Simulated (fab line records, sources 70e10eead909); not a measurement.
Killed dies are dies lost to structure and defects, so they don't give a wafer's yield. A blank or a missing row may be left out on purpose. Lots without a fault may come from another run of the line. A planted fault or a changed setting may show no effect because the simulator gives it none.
Which tool did it? | flow nand_harc | 14 lots, 42 wafers sampled, at 2 steps of a route of 1302

WHAT THE GAUGES READ, wafer by wafer
NHARC_P_CONTACT_INSPECT_27. Usual: raw_defect_count 311, standard deviation 110.
lot  | measured     | on                | raw_defect_count | flag
L120 | day 6 03:26  | defect_inspect-02 | 322 293 299      |
L121 | day 6 09:32  | defect_inspect-01 | 409 146 468      |
L123 | day 7 12:16  | defect_inspect-02 | 431 236 434      |
L124 | day 7 18:36  | defect_inspect-01 | 269 199 248      |
L125 | day 8 08:56  | defect_inspect-01 | 657 419 569      |
L126 | day 8 10:58  | defect_inspect-01 | 209 771 226      |
L127 | day 9 02:09  | defect_inspect-01 | 138 225 129      |
L128 | day 9 18:08  | defect_inspect-01 | 318 123 221      |
L129 | day 9 23:21  | defect_inspect-02 | 308 322 322      |
L131 | day 11 01:07 | defect_inspect-01 | 249 277 233      |
L138 | day 13 15:58 | defect_inspect-01 | 248 389 247      |
L139 | day 14 00:40 | defect_inspect-01 | 366 231 318      |
L142 | day 15 09:43 | defect_inspect-02 | 183 177 231      |
L143 | day 15 17:44 | defect_inspect-02 | 286 177 356      |

WHICH TOOL RAN EACH LOT (tool, then ch and the chambers of the sampled wafers, then the start)
lot  | NHARC_P_CONTACT_ETCH_31
L120 | rie_diel-11 ch 1,2,3, day 6 03:26 or earlier
L121 | rie_diel-11 ch 0,1,3, day 6 09:32 or earlier
L123 | rie_diel-06 ch 0,1,2, day 7 12:16 or earlier
L124 | rie_diel-06 ch 0,1,2, day 7 18:36 or earlier
L125 | rie_diel-11 ch 2,3, day 8 08:56 or earlier
L126 | rie_diel-08 ch 0,3, day 8 10:58 or earlier
L127 | rie_diel-06 ch 0,2,3, day 9 02:09 or earlier
L128 | rie_diel-08 ch 1,2, day 9 18:08 or earlier
L129 | rie_diel-08 ch 1,2,3, day 9 23:21 or earlier
L131 | rie_diel-08 ch 1,2,3, day 11 01:07 or earlier
L138 | rie_diel-06 ch 2,3, day 13 15:58 or earlier
L139 | rie_diel-11 ch 1,2,3, day 14 00:40 or earlier
L142 | rie_diel-11 ch 0,1,3, day 15 09:43 or earlier
L143 | rie_diel-06 ch 0,2, day 15 17:44 or earlier
- NHARC_P_CONTACT_ETCH_31: etches the open film in CH3F/O2, target depth 30 nm, time 85.7 s.

WHAT THE TOOLS THEMSELVES READ (means of the sampled wafers that have a number; where no wafer has one, the mark that the record gives instead)
NHARC_P_CONTACT_ETCH_31. Usual: ch3f_flow_sccm 49.99 sccm, standard deviation 0.16; drypump_motor_current_A 5.6 A, standard deviation 0.39; o2_flow_sccm 30.00 sccm, standard deviation 0.098; oes_product_au 0.985 a.u., standard deviation 0.016; rf_vpp_V 243.9 V, standard deviation 1.8; showerhead_plenum_p_Torr 2.43 Torr, standard deviation 0.11; throttle_valve_pct 20.663 %, standard deviation 0.0093.
lot  | tool        | ch3f_flow_sccm (sccm) | drypump_motor_current_A (A) | o2_flow_sccm (sccm) | oes_product_au (a.u.) | rf_vpp_V (V) | showerhead_plenum_p_Torr (Torr) | throttle_valve_pct (%) | flag
L120 | rie_diel-11 | 50.10                 | 6.0                         | 29.96               | 0.989                 | 244.5        | 2.45                            | 20.662                 |
L121 | rie_diel-11 | 49.99                 | 6.1                         | 29.98               | 0.986                 | 244.6        | 2.47                            | 20.660                 |
L123 | rie_diel-06 | 50.02                 | 5.4                         | 29.92               | 0.991                 | 243.0        | 2.35                            | 20.666                 |
L124 | rie_diel-06 | 49.96                 | 5.4                         | 29.93               | 0.991                 | 242.4        | 2.35                            | 20.664                 |
L125 | rie_diel-11 | 49.97                 | 5.5                         | 29.92               | 0.997                 | 242.9        | 2.34                            | 20.660                 |
L126 | rie_diel-08 | 49.77                 | 5.7                         | 29.98               | 0.972                 | 245.3        | 2.51                            | 20.661                 |
L127 | rie_diel-06 | 49.96                 | 5.6                         | 29.94               | 0.971                 | 242.8        | 2.40                            | 20.660                 |
L128 | rie_diel-08 | 49.99                 | 5.2                         | 29.93               | 0.990                 | 243.6        | 2.40                            | 20.653                 |
L129 | rie_diel-08 | 49.93                 | 5.4                         | 30.10               | 1.001                 | 244.6        | 2.44                            | 20.670                 |
L131 | rie_diel-08 | 49.80                 | 5.4                         | 30.01               | 0.985                 | 244.4        | 2.44                            | 20.662                 |
L138 | rie_diel-06 | 50.20                 | 5.5                         | 30.10               | 1.008                 | 245.5        | 2.51                            | 20.663                 |
L139 | rie_diel-11 | 49.95                 | 6.0                         | 29.94               | 0.976                 | 244.1        | 2.44                            | 20.661                 |
L142 | rie_diel-11 | 49.84                 | 6.1                         | 30.04               | 0.965                 | 244.2        | 2.47                            | 20.673                 |
L143 | rie_diel-06 | 49.88                 | 5.6                         | 29.97               | 0.975                 | 242.4        | 2.30                            | 20.670                 |

THE ANSWER, worked out from the rows above alone
Rule: a lot is off if the mean of its wafers that have a number lies more than 3 standard deviations from the usual mean. A lot without any number at a reading at which 4 lots or more have one is off too. The other lots that the step has rows for count as sound. The gauges are gone through in route order, then the tools' own readings, and for those a lot's mean is taken as printed above. The first step at which some lot is off is used, and at that step the reading that is off furthest; a lot without a number counts as furthest.
No lot is off at any reading shown: from this, nothing can be told.

WHAT THE SIMULATOR HAD PUT IN
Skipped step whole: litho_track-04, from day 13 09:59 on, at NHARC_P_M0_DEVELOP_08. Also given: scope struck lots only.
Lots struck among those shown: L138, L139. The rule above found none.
